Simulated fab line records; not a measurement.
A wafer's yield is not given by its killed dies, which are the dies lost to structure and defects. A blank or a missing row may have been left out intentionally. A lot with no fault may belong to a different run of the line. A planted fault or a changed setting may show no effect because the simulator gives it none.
Comparing a struck lot with a sound one	flow n5Finfet	14 steps out of a route of 1938
Sound: the wafers L637.2, L637.4, L637.5. Struck: wafers L652.1, L652.2, L652.4. The cause is named last.
Per side, at each step with rows, come the tool, then ch with its chambers, and then its first start. Under that, the readings that differ: sound wafers	struck wafers	difference of the means	sigmas: that difference in standard deviations of wafers without a fault.
alike: same words and numbers on both sides, and readings whose means sit less than 2 such deviations apart. not compared: any withheld reading, any reading some wafer has no value for, any bound like >300 that may hide the same value, and any number with overlapping values for which the record gives no deviation.
Wherever a step has rows on one side only, a row that says differs or no value, or a row with sigmas, the two part there. Numbers that have no deviation but don't overlap get no sigmas and don't part them. A reading missing from all wafers of one side parts the sides only when that side holds two or more wafers.

first, 1 step without rows for these wafers: N5_BEOL_M2_STRIP_75 (strips in N2/H2).
N5_BEOL_M2_STRIP_66: strips in CF4.
  sound on rieDiel-04 ch 1,2,3, day 8 07:31; struck on rieDiel-04 ch 0,1,3, day 12 00:31
  alike: biasPowerW, cf4FlowSccm, drypumpMotorCurrentA, oesProductAu, rfVppV, showerheadPlenumPTorr, throttleValvePct
  not compared: rfHoursCounterH
N5_BEOL_M2_HM_OPEN_17: chemistry Cl2/BCl3, target TiN, target depth 20 nm, overetch 6 nm.
  sound on rieMetal-01 ch 0,1, day 8 07:34; struck on rieMetal-01 ch 0,1, day 12 00:34
  alike: biasW, drypumpMotorCurrentA, mfcArSccm, oesProductAu, throttleValvePct
  not compared: rfHoursCounterH
N5_BEOL_M2_STRIP_19: strips in O2.
  sound on rieDiel-06 ch 1,2, day 8 07:40; struck on rieDiel-06 ch 0,2,3, day 12 00:51
  alike: drypumpMotorCurrentA, oesProductAu, rfVppV, showerheadPlenumPTorr, throttleValvePct
  not compared: rfHoursCounterH
N5_BEOL_M2_CD_MEAS_18: pitch 36 nm, target cd 18 nm.
  sound on cdSem-01 at day 8 07:45; struck on cdSem-02 at day 12 00:55
  alike: cdNm
then, 7 steps without rows for these wafers: N5_BEOL_M2_COAT_67 (time 60 s, resist thk 60 nm); N5_BEOL_M2_COAT_68 (time 60 s, resist thk 12 nm); N5_BEOL_M2_COAT_76 (time 60 s, resist thk 5 nm); N5_BEOL_M2_COAT_22 (resist thk 30 nm); N5_BEOL_M2_EBR_24; N5_BEOL_M2_SOFTBAKE_23 (time 60 s); N5_BEOL_M2_EXPOSE_25 (exposes mask V1, defocus 5 nm).
N5_BEOL_M2_PEB_26: peb time 60 s.
  sound on lithoTrack-04 ch 0, day 8 08:07; struck on lithoTrack-04, day 12 01:18
  no value came back on the struck wafers for chillPlateTempC (C), exhaustPa (Pa); on the sound wafers chillPlateTempC (C) reads 22.85 22.92 23.03
then, 1 step without rows for these wafers: N5_BEOL_M2_DEVELOP_27 (develop time 30 s).

## WHERE THEY PART
Only at N5_BEOL_M2_PEB_26, within this record.

WHY: the cause the simulator had injected
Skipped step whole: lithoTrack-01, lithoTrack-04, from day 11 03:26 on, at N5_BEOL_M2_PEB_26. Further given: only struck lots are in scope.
